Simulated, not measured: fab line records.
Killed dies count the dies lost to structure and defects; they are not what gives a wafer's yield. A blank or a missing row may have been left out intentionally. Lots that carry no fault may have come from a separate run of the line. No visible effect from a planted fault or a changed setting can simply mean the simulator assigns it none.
Which tool was responsible? / flow n5 finfet / 27 wafers from 9 lots sampled at 6 of the route's 1938 steps

WHAT THE GAUGES SHOWED, per wafer
N5_HKMG_FIN_INSPECT_14: inspects for defects (macro).
lot=L411; measured=day 4 17:27; on=defect inspect-02; raw defect count=3 3 3
lot=L415; measured=day 5 16:25; on=defect inspect-01; raw defect count=1 2 2
lot=L418; measured=day 6 10:40; on=defect inspect-01; raw defect count=1 2 2
lot=L420; measured=day 6 20:02; on=defect inspect-02; raw defect count=1 3 4
lot=L423; measured=day 7 17:31; on=defect inspect-01; raw defect count=>300 >300 >300
lot=L425; measured=day 8 05:08; on=defect inspect-02; raw defect count=>300 >300 >300
lot=L428; measured=day 8 21:25; on=defect inspect-01; raw defect count=0 3 0
lot=L430; measured=day 9 09:10; on=defect inspect-01; raw defect count=1 1 0
lot=L432; measured=day 9 20:20; on=defect inspect-02; raw defect count=2 0 1

N5_BEOL_M4_RC_MEAS_101.
lot=L411; measured=day 8 01:18; on=prober-02; DIBL_N (mV/V)=35.8 38.5 35.0; DIBL_P (mV/V)=35.5 39.1 35.3; IOFF_N (nA/um)=0.155 0.207 0.146; IOFF_P (nA/um)=0.16 0.22 0.17; ION_N (uA/um)=674 680 668; ION_P (uA/um)=460 454 454; SS_N (mV/dec)=72.5 72.3 70.5; SS_P (mV/dec)=73.2 74.7 73.0; VT_N (mV)=250 248 248; VT_P (mV)=-257 -251 -256
lot=L415; measured=day 9 11:20; on=prober-02; DIBL_N (mV/V)=39.3 36.9 38.1; DIBL_P (mV/V)=39.6 36.2 36.6; IOFF_N (nA/um)=0.205 0.154 0.160; IOFF_P (nA/um)=0.27 0.21 0.21; ION_N (uA/um)=676 662 662; ION_P (uA/um)=471 456 455; SS_N (mV/dec)=72.0 71.2 71.5; SS_P (mV/dec)=75.0 74.1 74.0; VT_N (mV)=248 254 254; VT_P (mV)=-247 -253 -254
lot=L418; measured=day 10 00:16; on=prober-02; DIBL_N (mV/V)=37.0 36.4 36.6; DIBL_P (mV/V)=36.3 35.2 36.0; IOFF_N (nA/um)=0.172 0.160 0.163; IOFF_P (nA/um)=0.20 0.18 0.19; ION_N (uA/um)=684 684 682; ION_P (uA/um)=466 468 461; SS_N (mV/dec)=72.0 71.0 71.5; SS_P (mV/dec)=73.8 73.5 73.7; VT_N (mV)=248 248 251; VT_P (mV)=-253 -253 -253
lot=L420; measured=day 10 20:08; on=prober-01; DIBL_N (mV/V)=39.2 32.8 35.6; DIBL_P (mV/V)=38.8 30.8 34.7; IOFF_N (nA/um)=0.220 0.107 0.146; IOFF_P (nA/um)=0.28 0.16 0.21; ION_N (uA/um)=699 658 670; ION_P (uA/um)=477 465 463; SS_N (mV/dec)=72.1 70.5 71.4; SS_P (mV/dec)=74.7 72.3 73.2; VT_N (mV)=243 254 252; VT_P (mV)=-247 -252 -252
lot=L423; measured=day 11 05:07; on=prober-01; DIBL_N (mV/V)=35.5 37.3 37.1; DIBL_P (mV/V)=34.7 36.9 37.1; IOFF_N (nA/um)=0.141 0.182 0.174; IOFF_P (nA/um)=0.20 0.23 0.24; ION_N (uA/um)=656 684 688; ION_P (uA/um)=460 472 467; SS_N (mV/dec)=70.8 71.4 71.6; SS_P (mV/dec)=73.3 72.7 73.9; VT_N (mV)=254 249 249; VT_P (mV)=-251 -248 -248
lot=L425; measured=day 11 23:07; on=prober-02; DIBL_N (mV/V)=38.2 37.0 34.4; DIBL_P (mV/V)=39.8 38.4 35.9; IOFF_N (nA/um)=0.180 0.150 0.121; IOFF_P (nA/um)=0.26 0.23 0.20; ION_N (uA/um)=676 660 663; ION_P (uA/um)=466 456 460; SS_N (mV/dec)=71.8 71.2 70.9; SS_P (mV/dec)=73.4 73.9 72.9; VT_N (mV)=248 251 253; VT_P (mV)=-246 -247 -250
lot=L428; measured=day 13 01:37; on=prober-02; DIBL_N (mV/V)=34.4 35.9 34.5; DIBL_P (mV/V)=34.3 36.0 33.9; IOFF_N (nA/um)=0.118 0.145 0.125; IOFF_P (nA/um)=0.18 0.21 0.18; ION_N (uA/um)=667 662 662; ION_P (uA/um)=462 456 463; SS_N (mV/dec)=70.8 71.1 71.1; SS_P (mV/dec)=72.6 73.1 72.5; VT_N (mV)=256 250 252; VT_P (mV)=-251 -251 -252
lot=L430; measured=day 13 08:37; on=prober-02; DIBL_N (mV/V)=34.3 34.2 34.4; DIBL_P (mV/V)=34.3 33.8 34.6; IOFF_N (nA/um)=0.137 0.136 0.143; IOFF_P (nA/um)=0.20 0.19 0.21; ION_N (uA/um)=671 672 675; ION_P (uA/um)=463 468 472; SS_N (mV/dec)=71.6 70.3 70.9; SS_P (mV/dec)=73.4 72.6 73.2; VT_N (mV)=252 250 249; VT_P (mV)=-247 -249 -245
lot=L432; measured=day 14 00:35; on=prober-02; DIBL_N (mV/V)=36.8 36.1 36.3; DIBL_P (mV/V)=37.8 37.0 36.7; IOFF_N (nA/um)=0.184 0.167 0.166; IOFF_P (nA/um)=0.23 0.21 0.21; ION_N (uA/um)=694 684 680; ION_P (uA/um)=471 464 459; SS_N (mV/dec)=71.0 71.1 71.8; SS_P (mV/dec)=73.2 72.9 73.4; VT_N (mV)=246 248 247; VT_P (mV)=-249 -251 -253

WHICH TOOL RAN EACH LOT (tool, then ch and the chambers of the sampled wafers, then the start)
lot=L411; N5_HKMG_FIN_STRIP_57=rie diel-01 ch 1,2, day 4 14:31; N5_HKMG_FIN_STRIP_93=rie diel-01 ch 1,2, day 4 14:58; N5_HKMG_FIN_WET_ETCH_81=wet bench-02 ch 0,5,6, day 4 16:16; N5_HKMG_FIN_ETCH_86=rie diel-06 ch 2,3, day 4 18:50
lot=L415; N5_HKMG_FIN_STRIP_57=rie diel-03 ch 0,1,3, day 5 13:16; N5_HKMG_FIN_STRIP_93=rie diel-03 ch 0,1,3, day 5 13:43; N5_HKMG_FIN_WET_ETCH_81=wet bench-02 ch 1,6,7, day 5 15:07; N5_HKMG_FIN_ETCH_86=rie diel-01 ch 1,2,3, day 5 18:05
lot=L418; N5_HKMG_FIN_STRIP_57=rie diel-03 ch 1,2,3, day 6 07:17; N5_HKMG_FIN_STRIP_93=rie diel-03 ch 1,2,3, day 6 07:44; N5_HKMG_FIN_WET_ETCH_81=wet bench-02 ch 1,3,5, day 6 09:29; N5_HKMG_FIN_ETCH_86=rie diel-03 ch 1,2, day 6 12:04
lot=L420; N5_HKMG_FIN_STRIP_57=rie diel-06 ch 2,3, day 6 16:34; N5_HKMG_FIN_STRIP_93=rie diel-06 ch 2,3, day 6 17:14; N5_HKMG_FIN_WET_ETCH_81=wet bench-02 ch 4,5,7, day 6 18:52; N5_HKMG_FIN_ETCH_86=rie diel-03 ch 0,1,2, day 6 21:23
lot=L423; N5_HKMG_FIN_STRIP_57=rie diel-03 ch 0,1, day 7 14:09; N5_HKMG_FIN_STRIP_93=rie diel-03 ch 0,1, day 7 14:35; N5_HKMG_FIN_WET_ETCH_81=wet bench-02 ch 0,1,2, day 7 16:10; N5_HKMG_FIN_ETCH_86=rie diel-06 ch 0,2, day 7 18:53
lot=L425; N5_HKMG_FIN_STRIP_57=rie diel-03 ch 0,3, day 8 02:11; N5_HKMG_FIN_STRIP_93=rie diel-03 ch 0,3, day 8 02:38; N5_HKMG_FIN_WET_ETCH_81=wet bench-02 ch 3,4,5, day 8 03:56; N5_HKMG_FIN_ETCH_86=rie diel-01 ch 1,2, day 8 06:36
lot=L428; N5_HKMG_FIN_STRIP_57=rie diel-01 ch 1,3, day 8 18:21; N5_HKMG_FIN_STRIP_93=rie diel-01 ch 1,3, day 8 18:48; N5_HKMG_FIN_WET_ETCH_81=wet bench-01 ch 2,4,5, day 8 20:07; N5_HKMG_FIN_ETCH_86=rie diel-01 ch 0,1,2, day 8 22:47
lot=L430; N5_HKMG_FIN_STRIP_57=rie diel-01 ch 0,2,3, day 9 06:15; N5_HKMG_FIN_STRIP_93=rie diel-01 ch 0,2,3, day 9 06:41; N5_HKMG_FIN_WET_ETCH_81=wet bench-01 ch 2,3,5, day 9 08:00; N5_HKMG_FIN_ETCH_86=rie diel-03 ch 0,1,3, day 9 10:32
lot=L432; N5_HKMG_FIN_STRIP_57=rie diel-01 ch 0,3, day 9 17:17; N5_HKMG_FIN_STRIP_93=rie diel-01 ch 0,3, day 9 17:43; N5_HKMG_FIN_WET_ETCH_81=wet bench-03 ch 3,4,5, day 9 19:02; N5_HKMG_FIN_ETCH_86=rie diel-03 ch 0,2, day 9 21:41
- N5_HKMG_FIN_STRIP_57: strips in CF4.
- N5_HKMG_FIN_STRIP_93: strips SOC in N2/H2, time 20 s.
- N5_HKMG_FIN_WET_ETCH_81: etches TiN in SC1, stops on HfO2, time 57 s, target depth 6 nm.
- N5_HKMG_FIN_ETCH_86: etches SOC in N2/H2, stops on TiN, target depth 393.2 nm.

AS READ BY THE TOOLS THEMSELVES (means over the sampled wafers that have a number; for cases with no such wafer, the mark the record gives instead)
N5_HKMG_FIN_STRIP_57.
lot=L411; tool=rie diel-01; bias power w (W)=75.20; drypump motor current A (A)=5.7; oes product au (a.u.)=0.77; rf vpp V (V)=270.4; showerhead plenum p Torr (Torr)=1.79; throttle valve pct (%)=13.57
lot=L415; tool=rie diel-03; bias power w (W)=75.15; drypump motor current A (A)=5.9; oes product au (a.u.)=0.77; rf vpp V (V)=271.4; showerhead plenum p Torr (Torr)=1.79; throttle valve pct (%)=13.71
lot=L418; tool=rie diel-03; bias power w (W)=75.07; drypump motor current A (A)=5.7; oes product au (a.u.)=0.85; rf vpp V (V)=271.5; showerhead plenum p Torr (Torr)=1.78; throttle valve pct (%)=13.48
lot=L420; tool=rie diel-06; bias power w (W)=75.22; drypump motor current A (A)=5.6; oes product au (a.u.)=0.74; rf vpp V (V)=271.5; showerhead plenum p Torr (Torr)=1.81; throttle valve pct (%)=13.94
lot=L423; tool=rie diel-03; bias power w (W)=74.97; drypump motor current A (A)=5.9; oes product au (a.u.)=0.91; rf vpp V (V)=271.2; showerhead plenum p Torr (Torr)=1.81; throttle valve pct (%)=13.51
lot=L425; tool=rie diel-03; bias power w (W)=74.94; drypump motor current A (A)=5.8; oes product au (a.u.)=0.94; rf vpp V (V)=271.2; showerhead plenum p Torr (Torr)=1.79; throttle valve pct (%)=13.30
lot=L428; tool=rie diel-01; bias power w (W)=75.25; drypump motor current A (A)=6.1; oes product au (a.u.)=0.79; rf vpp V (V)=271.0; showerhead plenum p Torr (Torr)=1.79; throttle valve pct (%)=13.40
lot=L430; tool=rie diel-01; bias power w (W)=75.17; drypump motor current A (A)=5.8; oes product au (a.u.)=0.77; rf vpp V (V)=272.0; showerhead plenum p Torr (Torr)=1.79; throttle valve pct (%)=13.67
lot=L432; tool=rie diel-01; bias power w (W)=74.91; drypump motor current A (A)=5.9; oes product au (a.u.)=0.76; rf vpp V (V)=271.0; showerhead plenum p Torr (Torr)=1.79; throttle valve pct (%)=13.64

N5_HKMG_FIN_STRIP_93.
lot=L411; tool=rie diel-01; bias power w (W)=8.004; drypump motor current A (A)=5.7; oes product au (a.u.)=0.80; rf vpp V (V)=54.0; showerhead plenum p Torr (Torr)=3.36; throttle valve pct (%)=18.9
lot=L415; tool=rie diel-03; bias power w (W)=8.001; drypump motor current A (A)=5.9; oes product au (a.u.)=0.77; rf vpp V (V)=54.8; showerhead plenum p Torr (Torr)=3.35; throttle valve pct (%)=19.3
lot=L418; tool=rie diel-03; bias power w (W)=7.999; drypump motor current A (A)=5.7; oes product au (a.u.)=0.86; rf vpp V (V)=53.7; showerhead plenum p Torr (Torr)=3.34; throttle valve pct (%)=19.1
lot=L420; tool=rie diel-06; bias power w (W)=8.021; drypump motor current A (A)=5.7; oes product au (a.u.)=0.75; rf vpp V (V)=54.7; showerhead plenum p Torr (Torr)=3.39; throttle valve pct (%)=19.7
lot=L423; tool=rie diel-03; bias power w (W)=8.000; drypump motor current A (A)=5.9; oes product au (a.u.)=0.93; rf vpp V (V)=54.3; showerhead plenum p Torr (Torr)=3.37; throttle valve pct (%)=19.2
lot=L425; tool=rie diel-03; bias power w (W)=8.002; drypump motor current A (A)=5.8; oes product au (a.u.)=0.99; rf vpp V (V)=53.8; showerhead plenum p Torr (Torr)=3.34; throttle valve pct (%)=19.1
lot=L428; tool=rie diel-01; bias power w (W)=7.985; drypump motor current A (A)=6.2; oes product au (a.u.)=0.80; rf vpp V (V)=54.8; showerhead plenum p Torr (Torr)=3.37; throttle valve pct (%)=18.8
lot=L430; tool=rie diel-01; bias power w (W)=7.990; drypump motor current A (A)=5.9; oes product au (a.u.)=0.78; rf vpp V (V)=54.0; showerhead plenum p Torr (Torr)=3.36; throttle valve pct (%)=19.1
lot=L432; tool=rie diel-01; bias power w (W)=7.994; drypump motor current A (A)=5.9; oes product au (a.u.)=0.78; rf vpp V (V)=54.1; showerhead plenum p Torr (Torr)=3.36; throttle valve pct (%)=19.3

N5_HKMG_FIN_WET_ETCH_81.
lot=L411; tool=wet bench-02; h2o2 flow mL min=214.5
lot=L415; tool=wet bench-02; h2o2 flow mL min=214.1
lot=L418; tool=wet bench-02; h2o2 flow mL min=213.6
lot=L420; tool=wet bench-02; h2o2 flow mL min=213.9
lot=L423; tool=wet bench-02; h2o2 flow mL min=214.5
lot=L425; tool=wet bench-02; h2o2 flow mL min=213.9
lot=L428; tool=wet bench-01; h2o2 flow mL min=214.4
lot=L430; tool=wet bench-01; h2o2 flow mL min=214.8
lot=L432; tool=wet bench-03; h2o2 flow mL min=214.0

N5_HKMG_FIN_ETCH_86.
lot=L411; tool=rie diel-06; drypump motor current A (A)=5.7; oes product au (a.u.)=0.74; rf vpp V (V)=240.9; showerhead plenum p Torr (Torr)=2.58; throttle valve pct (%)=18.24
lot=L415; tool=rie diel-01; drypump motor current A (A)=5.7; oes product au (a.u.)=0.77; rf vpp V (V)=241.2; showerhead plenum p Torr (Torr)=2.54; throttle valve pct (%)=17.80
lot=L418; tool=rie diel-03; drypump motor current A (A)=5.8; oes product au (a.u.)=0.91; rf vpp V (V)=240.2; showerhead plenum p Torr (Torr)=2.53; throttle valve pct (%)=17.75
lot=L420; tool=rie diel-03; drypump motor current A (A)=5.7; oes product au (a.u.)=0.93; rf vpp V (V)=241.2; showerhead plenum p Torr (Torr)=2.57; throttle valve pct (%)=17.79
lot=L423; tool=rie diel-06; drypump motor current A (A)=5.3; oes product au (a.u.)=0.76; rf vpp V (V)=242.3; showerhead plenum p Torr (Torr)=2.65; throttle valve pct (%)=18.04
lot=L425; tool=rie diel-01; drypump motor current A (A)=5.7; oes product au (a.u.)=0.74; rf vpp V (V)=240.5; showerhead plenum p Torr (Torr)=2.53; throttle valve pct (%)=17.83
lot=L428; tool=rie diel-01; drypump motor current A (A)=6.1; oes product au (a.u.)=0.83; rf vpp V (V)=240.1; showerhead plenum p Torr (Torr)=2.56; throttle valve pct (%)=17.66
lot=L430; tool=rie diel-03; drypump motor current A (A)=5.9; oes product au (a.u.)=0.89; rf vpp V (V)=241.1; showerhead plenum p Torr (Torr)=2.52; throttle valve pct (%)=17.72
lot=L432; tool=rie diel-03; drypump motor current A (A)=5.7; oes product au (a.u.)=0.88; rf vpp V (V)=241.7; showerhead plenum p Torr (Torr)=2.58; throttle valve pct (%)=17.88

THE ANSWER, worked out from the rows above alone
Rule: usual is defined by the lots themselves. Put in order of their means at a reading, lots are off if they are a third of the lots or fewer, leave a main group of 4 or more, and stand apart from it by a gap of 3 or more times the standard deviation of the main group's means; of several such gaps the widest counts. The tables above print the reading to a certain number of digits; a main group whose means all agree to those digits is not used. Also off: a lot with no number at a reading for which 4 or more lots have one. The other lots that the step has rows for count as sound. First the gauges in route order, then the tools' own readings, where a lot's mean is used as printed above. At the first step where some lot is off, the reading lying furthest off is the one used; lots without a number count as furthest.
Off: L423, L425 (N5_HKMG_FIN_INSPECT_14, raw defect count). Without a number there: L423, L425. Mean 1.7 and standard deviation 0.82 in the main group.
A tool fits if, at a process step before that reading, it ran every lot that is off, and no sound lot after the first of them. The gauges at N5_HKMG_FIN_INSPECT_14 aren't tried: what is off there is off at N5_HKMG_FIN_STRIP_57 too, on other tools, and a gauge's error can't cause that. This does not decide it: 2 tools fit, namely rie diel-03 at N5_HKMG_FIN_STRIP_57 and N5_HKMG_FIN_STRIP_93 and wet bench-02 at N5_HKMG_FIN_WET_ETCH_81.

WHAT HAD BEEN PUT IN BY THE SIMULATOR
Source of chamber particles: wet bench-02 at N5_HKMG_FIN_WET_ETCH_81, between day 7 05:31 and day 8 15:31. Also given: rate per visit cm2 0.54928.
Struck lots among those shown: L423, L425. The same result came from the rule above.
